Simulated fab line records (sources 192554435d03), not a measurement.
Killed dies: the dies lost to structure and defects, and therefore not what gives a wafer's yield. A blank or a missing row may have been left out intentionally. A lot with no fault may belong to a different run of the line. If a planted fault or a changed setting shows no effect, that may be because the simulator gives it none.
A lot that was struck, set against a sound lot -- flow n5_finfet -- 28 out of 1938 route steps
Sound: the wafers L409.1, L409.3, L409.4. Struck: wafer L416.2. (L416.4, L416.6 of the same lot were not struck and are left out.) The cause comes at the end.
Per side, at each step with rows, come the tool, then ch with its chambers, and then its first start. Under that, the readings that differ: sound wafers -- struck wafers -- difference of the means -- sigmas: that difference in standard deviations of wafers without a fault.
alike: a reading whose means differ by less than 2 such deviations, as well as words and numbers matching on both sides. not compared: withheld readings; readings where some wafer has no value; bounds like >300 that might hide an equal value; numbers whose values overlap and for which the record gives no deviation.
The two part at a step that has a row with sigmas, a row that says differs or no value, or rows on one side only. Non-overlapping numbers with no deviation appear without sigmas and do not part them. A reading missing from all wafers of one side parts the sides only when that side holds two or more wafers.

first, 9 steps without rows for these wafers: N5_BEOL_M0_SAQP_EXPOSE_37 (exposes mask M0 CUT1, target cd 30 nm); N5_BEOL_M0_SAQP_PEB_38 (peb time 60 s); N5_BEOL_M0_SAQP_DEVELOP_39 (develop time 30 s); N5_BEOL_M0_SAQP_DESCUM_45 (chemistry O2, time 7 s); N5_BEOL_M0_SAQP_ETCH_88 (etches underlayer in N2/H2, target depth 6.5 nm, time 5.2 s); N5_BEOL_M0_SAQP_ETCH_73 (etches SiARC in CF4, target depth 19.5 nm, time 32.5 s); N5_BEOL_M0_SAQP_CUT_ETCH_46 (etches SOC in N2/H2, target depth 135 nm, overetch 27 nm, time 202.5 s); N5_BEOL_M0_SAQP_STRIP_74 (strips in N2/H2); N5_BEOL_M0_SAQP_STRIP_89 (strips in N2/H2).
N5_BEOL_M0_SAQP_ALD_48: deposits SiO2, target thk 20 nm, pulse time 1 s, co reactant pulse time 1 s.
  sound on ald_sin-03 ch 0,1, day 6 05:40; struck on ald_sin-03 ch 1, day 7 20:53
reading,sound,struck,difference,sigmas
ald_cycles,139 139 139,169,+30,
precursor_pulse_height_rel,1.000 1.005 0.988,0.946,-0.052,-3
model.SiO2_of_BEOL_M0_SAQP_ALD_48.thk_nm (nm),20 20 20,24.2,+4.2,
  alike: heater_power_w
then, 15 steps without rows for these wafers: N5_BEOL_M0_SAQP_ETCH_49 (etches SiO2 in CF4/O2, target depth 37 nm); N5_BEOL_M0_SAQP_STRIP_75 (strips in CF4); N5_BEOL_M0_CUTY_COAT_50 (time 60 s, resist thk 15 nm); N5_BEOL_M0_CUTY_COAT_51 (resist thk 150 nm); N5_BEOL_M0_CUTY_EBR_52; N5_BEOL_M0_CUTY_SOFTBAKE_53 (time 60 s); N5_BEOL_M0_CUTY_EXPOSE_54 (exposes mask M0 ABLK); N5_BEOL_M0_CUTY_PEB_55 (peb time 60 s); N5_BEOL_M0_CUTY_DEVELOP_56 (develop time 30 s); N5_BEOL_M0_CUTY_DESCUM_61 (chemistry O2, time 7.9 s); N5_BEOL_M0_CUTY_ETCH_62 (etches SiARC in CF4, time 58.5 s); N5_BEOL_M0_CUTY_ETCH_63 (etches SOC in N2/H2, target depth 82.7 nm, overetch 16.5 nm, time 124 s); N5_BEOL_M0_CUTY_STRIP_64 (strips in N2/H2); N5_BEOL_M0_ETCH_138 (etches SiCN in CH3F/O2, target depth 12 nm, time 31.6 s); N5_BEOL_M0_HM_OPEN_105 (chemistry Cl2/BCl3, target TiN, target depth 12 nm).
N5_BEOL_M0_STRIP_140: strips in CF4.
  sound on rie_diel-05 ch 1,2,3, day 6 09:29; struck on rie_diel-05 ch 3, day 7 22:30
reading,sound,struck,difference,sigmas
model.SiO2_of_BEOL_M0_SAQP_ALD_48.thk_nm (nm),11.6 11 12.4,13,+1,
  alike: drypump_motor_current_A, oes_product_au, rf_vpp_V, showerhead_plenum_p_Torr, throttle_valve_pct
  not compared: rf_hours_counter_h
then, 1 step without rows for these wafers: N5_BEOL_M0_STRIP_104 (strips in N2/H2).
-- a jump in the record: the struck wafers' starts before and after are 2 days apart (it breaks off in module BEOL_M0 and resumes in module BEOL_M4, where the first step shown is number 1111 of the route) --
N5_BEOL_M4_RC_MEAS_101:
  sound on prober-01 ch 0, day 8 02:11; struck on prober-02 ch 0, day 10 03:08
  alike: DIBL_N, DIBL_P, IOFF_N, IOFF_P, ION_N, ION_P, SS_N, SS_P, VT_N, VT_P

## WHERE THEY PART
At N5_BEOL_M0_SAQP_ALD_48 and nowhere else, as far as this record goes. Later steps at which nothing parts them and some readings are alike: N5_BEOL_M0_STRIP_140, N5_BEOL_M4_RC_MEAS_101.

WHY: the cause the simulator had injected
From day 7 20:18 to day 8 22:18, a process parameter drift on ald_sin-03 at N5_BEOL_M0_SAQP_ALD_48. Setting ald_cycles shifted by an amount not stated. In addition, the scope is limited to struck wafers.
